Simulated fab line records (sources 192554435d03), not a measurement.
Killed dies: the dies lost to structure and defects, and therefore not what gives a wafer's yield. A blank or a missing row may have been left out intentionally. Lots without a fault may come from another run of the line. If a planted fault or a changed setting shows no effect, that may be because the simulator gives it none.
Which tool did it? :: flow n5_finfet :: 11 lots, 32 wafers sampled, at 4 steps of a route of 1938

## WHAT THE GAUGES READ, wafer by wafer
N5_PASSIVATION_INSPECT_61: inspects for defects (macro). Usual: raw_defect_count reads 1.9 (standard deviation 1.4).
lot: L285
measured: day 11 23:23
on: defect_inspect-01
raw_defect_count: 1 3 1
flag: 

lot: L286
measured: day 12 00:44
on: defect_inspect-01
raw_defect_count: 2 1
flag: 

lot: L287
measured: day 12 04:12
on: defect_inspect-01
raw_defect_count: 5 2 3
flag: 

lot: L292
measured: day 13 14:22
on: defect_inspect-01
raw_defect_count: 1 2 4
flag: 

lot: L293
measured: day 14 16:13
on: defect_inspect-02
raw_defect_count: >300 >300 >300
flag: OFF

lot: L297
measured: day 15 04:01
on: defect_inspect-01
raw_defect_count: >300 >300 >300
flag: OFF

lot: L299
measured: day 15 14:33
on: defect_inspect-01
raw_defect_count: 3 3 2
flag: 

lot: L304
measured: day 17 12:41
on: defect_inspect-01
raw_defect_count: 1 5 0
flag: 

lot: L306
measured: day 17 12:38
on: defect_inspect-02
raw_defect_count: 1 0 2
flag: 

lot: L305
measured: day 17 13:29
on: defect_inspect-02
raw_defect_count: 1 4 5
flag: 

lot: L308
measured: day 17 18:53
on: defect_inspect-02
raw_defect_count: 6 5 2
flag: 

## WHICH TOOL RAN EACH LOT (tool, then ch and the chambers of the sampled wafers, then the start)
lot: L285
N5_MIM_TOP_ALD_01: ald_hk-01 ch 0,2,3, day 11 22:05 or earlier
N5_MIM_BOT_ETCH_ETCH_03: rie_metal-01 ch 0,1, day 11 22:05
N5_PASSIVATION_PECVD_55: pecvd-02 ch 0,2, day 11 22:51

lot: L286
N5_MIM_TOP_ALD_01: ald_hk-03 ch 0,1, day 11 23:20 or earlier
N5_MIM_BOT_ETCH_ETCH_03: rie_metal-02 ch 0,1, day 11 23:20
N5_PASSIVATION_PECVD_55: pecvd-01 ch 0,1, day 12 00:08

lot: L287
N5_MIM_TOP_ALD_01: ald_hk-02 ch 0,1,2, day 12 02:11 or earlier
N5_MIM_BOT_ETCH_ETCH_03: rie_metal-02 ch 0,1, day 12 02:11
N5_PASSIVATION_PECVD_55: pecvd-01 ch 0,1,2, day 12 02:55

lot: L292
N5_MIM_TOP_ALD_01: ald_hk-02 ch 0,2,3, day 13 11:17 or earlier
N5_MIM_BOT_ETCH_ETCH_03: rie_metal-02 ch 0,1, day 13 11:17
N5_PASSIVATION_PECVD_55: pecvd-04 ch 0,1,2, day 13 12:17

lot: L293
N5_MIM_TOP_ALD_01: ald_hk-03 ch 0,1, day 14 12:40 or earlier
N5_MIM_BOT_ETCH_ETCH_03: rie_metal-03 ch 0,1, day 14 12:40
N5_PASSIVATION_PECVD_55: pecvd-04 ch 0,1, day 14 13:25

lot: L297
N5_MIM_TOP_ALD_01: ald_hk-02 ch 0,2,3, day 15 02:13 or earlier
N5_MIM_BOT_ETCH_ETCH_03: rie_metal-01 ch 0,1, day 15 02:13
N5_PASSIVATION_PECVD_55: pecvd-04 ch 0,2, day 15 03:21

lot: L299
N5_MIM_TOP_ALD_01: ald_hk-02 ch 2,3, day 15 12:08 or earlier
N5_MIM_BOT_ETCH_ETCH_03: rie_metal-03 ch 0,1, day 15 12:08
N5_PASSIVATION_PECVD_55: pecvd-01 ch 1,2, day 15 12:55

lot: L304
N5_MIM_TOP_ALD_01: ald_hk-03 ch 1,3, day 17 08:13 or earlier
N5_MIM_BOT_ETCH_ETCH_03: rie_metal-02 ch 0,1, day 17 08:13
N5_PASSIVATION_PECVD_55: pecvd-01 ch 0,2, day 17 08:57

lot: L306
N5_MIM_TOP_ALD_01: ald_hk-01 ch 1,2,3, day 17 08:37 or earlier
N5_MIM_BOT_ETCH_ETCH_03: rie_metal-03 ch 0,1, day 17 08:37
N5_PASSIVATION_PECVD_55: pecvd-04 ch 1,2, day 17 09:29

lot: L305
N5_MIM_TOP_ALD_01: ald_hk-03 ch 0,1,2, day 17 12:05 or earlier
N5_MIM_BOT_ETCH_ETCH_03: rie_metal-01 ch 0,1, day 17 12:05
N5_PASSIVATION_PECVD_55: pecvd-04 ch 1,2, day 17 12:50

lot: L308
N5_MIM_TOP_ALD_01: ald_hk-02 ch 0,2, day 17 15:31 or earlier
N5_MIM_BOT_ETCH_ETCH_03: rie_metal-01 ch 0, day 17 15:31
N5_PASSIVATION_PECVD_55: pecvd-04 ch 0,2, day 17 16:15
- N5_MIM_TOP_ALD_01: deposits HfO2, target thk 5.6 nm, pulse time 1 s, purge time 3 s.
- N5_MIM_BOT_ETCH_ETCH_03: etches the open film in Cl2/BCl3, target depth 12 nm.
- N5_PASSIVATION_PECVD_55: deposits SiO2 from SiH4/N2O, target thk 400 nm, time 22.5 s.

## AS READ BY THE TOOLS THEMSELVES (means over the sampled wafers that have a number; for cases with no such wafer, the mark the record gives instead)
N5_MIM_TOP_ALD_01. Usual: precursor_pulse_height_rel reads 1.000 (standard deviation 0.021).
lot: L285
tool: ald_hk-01
precursor_pulse_height_rel: 1.008
flag: 

lot: L286
tool: ald_hk-03
precursor_pulse_height_rel: 0.970
flag: 

lot: L287
tool: ald_hk-02
precursor_pulse_height_rel: 0.995
flag: 

lot: L292
tool: ald_hk-02
precursor_pulse_height_rel: 1.015
flag: 

lot: L293
tool: ald_hk-03
precursor_pulse_height_rel: 1.024
flag: 

lot: L297
tool: ald_hk-02
precursor_pulse_height_rel: 1.011
flag: 

lot: L299
tool: ald_hk-02
precursor_pulse_height_rel: 0.997
flag: 

lot: L304
tool: ald_hk-03
precursor_pulse_height_rel: 1.005
flag: 

lot: L306
tool: ald_hk-01
precursor_pulse_height_rel: 0.997
flag: 

lot: L305
tool: ald_hk-03
precursor_pulse_height_rel: 1.009
flag: 

lot: L308
tool: ald_hk-02
precursor_pulse_height_rel: 1.004
flag: 

N5_MIM_BOT_ETCH_ETCH_03. Usual: drypump_motor_current_A 6.0 A, standard deviation 0.35; oes_product_au 0.81 a.u., standard deviation 0.071; throttle_valve_pct 27.5 %, standard deviation 0.38.
lot: L285
tool: rie_metal-01
drypump_motor_current_A (A): 5.8
oes_product_au (a.u.): 0.88
throttle_valve_pct (%): 27.3
flag: 

lot: L286
tool: rie_metal-02
drypump_motor_current_A (A): 6.4
oes_product_au (a.u.): 0.77
throttle_valve_pct (%): 27.5
flag: 

lot: L287
tool: rie_metal-02
drypump_motor_current_A (A): 6.4
oes_product_au (a.u.): 0.76
throttle_valve_pct (%): 27.5
flag: 

lot: L292
tool: rie_metal-02
drypump_motor_current_A (A): 6.4
oes_product_au (a.u.): 0.79
throttle_valve_pct (%): 27.5
flag: 

lot: L293
tool: rie_metal-03
drypump_motor_current_A (A): 5.5
oes_product_au (a.u.): 0.77
throttle_valve_pct (%): 27.5
flag: 

lot: L297
tool: rie_metal-01
drypump_motor_current_A (A): 5.8
oes_product_au (a.u.): 0.85
throttle_valve_pct (%): 27.4
flag: 

lot: L299
tool: rie_metal-03
drypump_motor_current_A (A): 5.6
oes_product_au (a.u.): 0.77
throttle_valve_pct (%): 27.5
flag: 

lot: L304
tool: rie_metal-02
drypump_motor_current_A (A): 6.4
oes_product_au (a.u.): 0.72
throttle_valve_pct (%): 27.5
flag: 

lot: L306
tool: rie_metal-03
drypump_motor_current_A (A): 5.5
oes_product_au (a.u.): 0.76
throttle_valve_pct (%): 27.5
flag: 

lot: L305
tool: rie_metal-01
drypump_motor_current_A (A): 6.0
oes_product_au (a.u.): 0.82
throttle_valve_pct (%): 27.7
flag: 

lot: L308
tool: rie_metal-01
drypump_motor_current_A (A): 5.7
oes_product_au (a.u.): 0.84
throttle_valve_pct (%): 27.0
flag: 

N5_PASSIVATION_PECVD_55. Usual: chamber_pressure_Torr 2.699 Torr, standard deviation 0.0061; heater_power_w 637 W, standard deviation 91; showerhead_plenum_p_Torr 8.11 Torr, standard deviation 0.086; susceptor_temp_C 400.01 C, standard deviation 0.23; throttle_valve_pct 51.7 %, standard deviation 2.9.
lot: L285
tool: pecvd-02
chamber_pressure_Torr (Torr): 2.693
heater_power_w (W): 589
showerhead_plenum_p_Torr (Torr): 8.08
susceptor_temp_C (C): 400.14
throttle_valve_pct (%): 50.3
flag: 

lot: L286
tool: pecvd-01
chamber_pressure_Torr (Torr): 2.695
heater_power_w (W): 536
showerhead_plenum_p_Torr (Torr): 8.12
susceptor_temp_C (C): 399.81
throttle_valve_pct (%): 53.5
flag: 

lot: L287
tool: pecvd-01
chamber_pressure_Torr (Torr): 2.698
heater_power_w (W): 575
showerhead_plenum_p_Torr (Torr): 8.11
susceptor_temp_C (C): 400.10
throttle_valve_pct (%): 53.1
flag: 

lot: L292
tool: pecvd-04
chamber_pressure_Torr (Torr): 2.699
heater_power_w (W): 709
showerhead_plenum_p_Torr (Torr): 8.14
susceptor_temp_C (C): 400.05
throttle_valve_pct (%): 50.1
flag: 

lot: L293
tool: pecvd-04
chamber_pressure_Torr (Torr): 2.698
heater_power_w (W): 640
showerhead_plenum_p_Torr (Torr): 8.11
susceptor_temp_C (C): 400.09
throttle_valve_pct (%): 52.2
flag: 

lot: L297
tool: pecvd-04
chamber_pressure_Torr (Torr): 2.695
heater_power_w (W): 702
showerhead_plenum_p_Torr (Torr): 8.10
susceptor_temp_C (C): 400.08
throttle_valve_pct (%): 48.6
flag: 

lot: L299
tool: pecvd-01
chamber_pressure_Torr (Torr): 2.696
heater_power_w (W): 559
showerhead_plenum_p_Torr (Torr): 8.09
susceptor_temp_C (C): 399.89
throttle_valve_pct (%): 51.7
flag: 

lot: L304
tool: pecvd-01
chamber_pressure_Torr (Torr): 2.697
heater_power_w (W): 596
showerhead_plenum_p_Torr (Torr): 8.10
susceptor_temp_C (C): 399.92
throttle_valve_pct (%): 53.8
flag: 

lot: L306
tool: pecvd-04
chamber_pressure_Torr (Torr): 2.704
heater_power_w (W): 687
showerhead_plenum_p_Torr (Torr): 8.20
susceptor_temp_C (C): 400.00
throttle_valve_pct (%): 50.1
flag: 

lot: L305
tool: pecvd-04
chamber_pressure_Torr (Torr): 2.694
heater_power_w (W): 717
showerhead_plenum_p_Torr (Torr): 8.16
susceptor_temp_C (C): 400.35
throttle_valve_pct (%): 48.7
flag: 

lot: L308
tool: pecvd-04
chamber_pressure_Torr (Torr): 2.696
heater_power_w (W): 719
showerhead_plenum_p_Torr (Torr): 8.09
susceptor_temp_C (C): 400.02
throttle_valve_pct (%): 49.0
flag: 

## THE ANSWER, worked out from the rows above alone
Rule: a lot counts as off when the mean over its wafers that have a number is more than 3 standard deviations away from the usual mean. A lot without any number at a reading at which 4 lots or more have one is off too. All remaining lots with rows at the step are treated as sound. After the gauges, taken in route order, come the tools' own readings; for these a lot's mean is taken, as printed above. The first step at which some lot is off is used, and at that step the reading that is off furthest; a lot without a number counts as furthest.
Off, at N5_PASSIVATION_INSPECT_61 on raw_defect_count: L293, L297. Without a number there: L293, L297.
A tool fits if, at a process step before that reading, it ran every lot that is off, and no sound lot after the first of them. Those tools and the gauges at N5_PASSIVATION_INSPECT_61 are tried in the same way. Because N5_MIM_TOP_ALD_01 lacks a start for some lots, the hours and order of its lots are taken from N5_MIM_BOT_ETCH_ETCH_03. None of those tried fits.

## WHAT THE SIMULATOR PUT IN
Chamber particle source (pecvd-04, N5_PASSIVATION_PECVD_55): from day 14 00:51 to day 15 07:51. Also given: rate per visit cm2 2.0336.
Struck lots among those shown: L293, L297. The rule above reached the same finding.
